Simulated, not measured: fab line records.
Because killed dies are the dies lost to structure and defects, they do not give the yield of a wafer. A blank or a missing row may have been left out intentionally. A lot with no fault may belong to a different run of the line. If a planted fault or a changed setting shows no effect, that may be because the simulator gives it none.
Split-lot trial || flow n5-finfet || 21 wafers read from 7 lots, route of 1938 steps

## ON THE SPLIT
At N5_BEOL_M10_COAT_05 (resist thk 90 nm), the setting spin-rpm was moved away from the recipe's 1500 rpm on 7 of the 21 wafers read, by -8.6% to -4.4%. The other wafers ran this setting at the recipe's value.

## FROM THE SPLIT TO THE READING: what the file shows between them, 5 steps
- N5_BEOL_M10_EBR_07
- N5_BEOL_M10_SOFTBAKE_06: time 60 s
- N5_BEOL_M10_EXPOSE_08: exposes mask M10
- N5_BEOL_M10_PEB_09: peb time 60 s
- N5_BEOL_M10_DEVELOP_10: develop time 30 s

## THE READING
CAR-ArF_of_BEOL_M10_COAT_05.thk-nm (the simulator's own value, which no gauge read), in nm, at N5_BEOL_M10_DESCUM_16 (chemistry O2, time 7.9 s). The file does not state a usual value for it. Average 83.7 nm, standard deviation 0.31 nm, over the 14 wafers here run with the recipe.

{"wafer": "L074.3", "tool, chamber at the split": "litho-track-03, 0", "spin-rpm as run, rpm": 1371, "against the recipe": "-8.6%", "CAR-ArF_of_BEOL_M10_COAT_05.thk-nm, nm": 87.6, "against lot-mates on the recipe": "+3.9"}
{"wafer": "L074.5", "tool, chamber at the split": "litho-track-03, 0", "spin-rpm as run, rpm": 1500, "against the recipe": "recipe", "CAR-ArF_of_BEOL_M10_COAT_05.thk-nm, nm": 83.6, "against lot-mates on the recipe": "-"}
{"wafer": "L074.6", "tool, chamber at the split": "litho-track-03, 0", "spin-rpm as run, rpm": 1500, "against the recipe": "recipe", "CAR-ArF_of_BEOL_M10_COAT_05.thk-nm, nm": 83.8, "against lot-mates on the recipe": "-"}
{"wafer": "L081.1", "tool, chamber at the split": "litho-track-05, 0", "spin-rpm as run, rpm": 1500, "against the recipe": "recipe", "CAR-ArF_of_BEOL_M10_COAT_05.thk-nm, nm": 84.2, "against lot-mates on the recipe": "-"}
{"wafer": "L081.2", "tool, chamber at the split": "litho-track-05, 0", "spin-rpm as run, rpm": 1372, "against the recipe": "-8.5%", "CAR-ArF_of_BEOL_M10_COAT_05.thk-nm, nm": 87.6, "against lot-mates on the recipe": "+3.4"}
{"wafer": "L081.6", "tool, chamber at the split": "litho-track-05, 0", "spin-rpm as run, rpm": 1372, "against the recipe": "-8.5%", "CAR-ArF_of_BEOL_M10_COAT_05.thk-nm, nm": 88.4, "against lot-mates on the recipe": "+4.2"}
{"wafer": "L082.2", "tool, chamber at the split": "litho-track-03, 0", "spin-rpm as run, rpm": 1434, "against the recipe": "-4.4%", "CAR-ArF_of_BEOL_M10_COAT_05.thk-nm, nm": 86, "against lot-mates on the recipe": "no lot-mate on the recipe"}
{"wafer": "L082.3", "tool, chamber at the split": "litho-track-03, 0", "spin-rpm as run, rpm": 1434, "against the recipe": "-4.4%", "CAR-ArF_of_BEOL_M10_COAT_05.thk-nm, nm": 85.6, "against lot-mates on the recipe": "no lot-mate on the recipe"}
{"wafer": "L082.4", "tool, chamber at the split": "litho-track-03, 0", "spin-rpm as run, rpm": 1434, "against the recipe": "-4.4%", "CAR-ArF_of_BEOL_M10_COAT_05.thk-nm, nm": 85.6, "against lot-mates on the recipe": "no lot-mate on the recipe"}
{"wafer": "L089.2", "tool, chamber at the split": "litho-track-05, 0", "spin-rpm as run, rpm": 1500, "against the recipe": "recipe", "CAR-ArF_of_BEOL_M10_COAT_05.thk-nm, nm": 83.8, "against lot-mates on the recipe": "-"}
{"wafer": "L089.4", "tool, chamber at the split": "litho-track-05, 0", "spin-rpm as run, rpm": 1500, "against the recipe": "recipe", "CAR-ArF_of_BEOL_M10_COAT_05.thk-nm, nm": 83.8, "against lot-mates on the recipe": "-"}
{"wafer": "L089.6", "tool, chamber at the split": "litho-track-05, 0", "spin-rpm as run, rpm": 1500, "against the recipe": "recipe", "CAR-ArF_of_BEOL_M10_COAT_05.thk-nm, nm": 83.8, "against lot-mates on the recipe": "-"}
{"wafer": "L093.2", "tool, chamber at the split": "litho-track-03, 0", "spin-rpm as run, rpm": 1387, "against the recipe": "-7.5%", "CAR-ArF_of_BEOL_M10_COAT_05.thk-nm, nm": 87.2, "against lot-mates on the recipe": "+3.3"}
{"wafer": "L093.4", "tool, chamber at the split": "litho-track-03, 0", "spin-rpm as run, rpm": 1500, "against the recipe": "recipe", "CAR-ArF_of_BEOL_M10_COAT_05.thk-nm, nm": 84.2, "against lot-mates on the recipe": "-"}
{"wafer": "L093.6", "tool, chamber at the split": "litho-track-03, 0", "spin-rpm as run, rpm": 1500, "against the recipe": "recipe", "CAR-ArF_of_BEOL_M10_COAT_05.thk-nm, nm": 83.6, "against lot-mates on the recipe": "-"}
{"wafer": "L092.1", "tool, chamber at the split": "litho-track-03, 0", "spin-rpm as run, rpm": 1500, "against the recipe": "recipe", "CAR-ArF_of_BEOL_M10_COAT_05.thk-nm, nm": 83.4, "against lot-mates on the recipe": "-"}
{"wafer": "L092.3", "tool, chamber at the split": "litho-track-03, 0", "spin-rpm as run, rpm": 1500, "against the recipe": "recipe", "CAR-ArF_of_BEOL_M10_COAT_05.thk-nm, nm": 83.4, "against lot-mates on the recipe": "-"}
{"wafer": "L092.5", "tool, chamber at the split": "litho-track-03, 0", "spin-rpm as run, rpm": 1500, "against the recipe": "recipe", "CAR-ArF_of_BEOL_M10_COAT_05.thk-nm, nm": 84, "against lot-mates on the recipe": "-"}
{"wafer": "L096.1", "tool, chamber at the split": "litho-track-05, 0", "spin-rpm as run, rpm": 1500, "against the recipe": "recipe", "CAR-ArF_of_BEOL_M10_COAT_05.thk-nm, nm": 83.2, "against lot-mates on the recipe": "-"}
{"wafer": "L096.6", "tool, chamber at the split": "litho-track-05, 0", "spin-rpm as run, rpm": 1500, "against the recipe": "recipe", "CAR-ArF_of_BEOL_M10_COAT_05.thk-nm, nm": 83.2, "against lot-mates on the recipe": "-"}
{"wafer": "L096.5", "tool, chamber at the split": "litho-track-05, 0", "spin-rpm as run, rpm": 1500, "against the recipe": "recipe", "CAR-ArF_of_BEOL_M10_COAT_05.thk-nm, nm": 83.8, "against lot-mates on the recipe": "-"}

THE FIT
A straight line over all 21 wafers: CAR-ArF_of_BEOL_M10_COAT_05.thk-nm changes by -0.48 nm for each +1% of spin-rpm; r = -0.98; the points scatter about the line by 0.32 nm.
The same after taking each lot's own level away (the mean of its wafers on the recipe; 18 wafers): -0.446 nm for each +1%; r = -0.99; scatter 0.25 nm.
According to that fit, moving spin-rpm by its largest amount changes the reading by 3.8 nm.
The lots' own levels span 83.40 to 84.20 nm, that is 2.6 times the standard deviation above.
Hence the lot-to-lot level has little effect on the slope; both slopes agree.
Check: for one of the wafers moved furthest among these (-8.6%), held out of the fit, the line's prediction against its lot-mates is +3.81 nm. It came out at +3.9 nm against them.

## OTHER SPLITS APPLIED TO THESE WAFERS
Before the reading, these wafers also passed through other splits. Each is held against what the fit with the lots' levels taken away leaves over:
{"other split on the same wafers": "N5_BEOL_M4_ETCH_70 time-s", "wafers away from the commonest value": 9, "r with CAR-ArF_of_BEOL_M10_COAT_05.thk-nm (lot level and that fit taken away)": "+0.09"}
{"other split on the same wafers": "N5_BEOL_M5_COAT_74 spin-rpm", "wafers away from the commonest value": 8, "r with CAR-ArF_of_BEOL_M10_COAT_05.thk-nm (lot level and that fit taken away)": "+0.11"}
{"other split on the same wafers": "N5_BEOL_M5_EXPOSE_25 dose-mj", "wafers away from the commonest value": 2, "r with CAR-ArF_of_BEOL_M10_COAT_05.thk-nm (lot level and that fit taken away)": "+0.34"}
{"other split on the same wafers": "N5_BEOL_M7_TRENCH_ETCH_37 bias-w", "wafers away from the commonest value": 8, "r with CAR-ArF_of_BEOL_M10_COAT_05.thk-nm (lot level and that fit taken away)": -0.43}
{"other split on the same wafers": "N5_BEOL_M9_PECVD_70 time-s", "wafers away from the commonest value": 9, "r with CAR-ArF_of_BEOL_M10_COAT_05.thk-nm (lot level and that fit taken away)": "+0.17"}

## THE WHOLE CHAIN: every reading that the file lists as answering this split, in the file's order
{"step": "N5_BEOL_M10_COAT_05", "what it does": "resist thk 90 nm", "reading": "CAR-ArF_of_BEOL_M10_COAT_05.thk-nm (the simulator's own value, which no gauge read)", "change (the file's fit)": "-0.483 nm for each +1% of the setting", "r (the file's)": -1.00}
{"step": "N5_BEOL_M10_DEVELOP_10", "what it does": "develop time 30 s", "reading": "CAR-ArF_of_BEOL_M10_COAT_05.thk-nm (the simulator's own value, which no gauge read)", "change (the file's fit)": "-0.474 nm for each +1% of the setting", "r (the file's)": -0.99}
{"step": "N5_BEOL_M10_DESCUM_16", "what it does": "chemistry O2, time 7.9 s", "reading": "CAR-ArF_of_BEOL_M10_COAT_05.thk-nm (the simulator's own value, which no gauge read)", "change (the file's fit)": "-0.446 nm for each +1% of the setting", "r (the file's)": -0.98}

## THE FILE'S OWN FIT
CAR-ArF_of_BEOL_M10_COAT_05.thk-nm changes by -0.446 nm for each +1% of spin-rpm, r = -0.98.
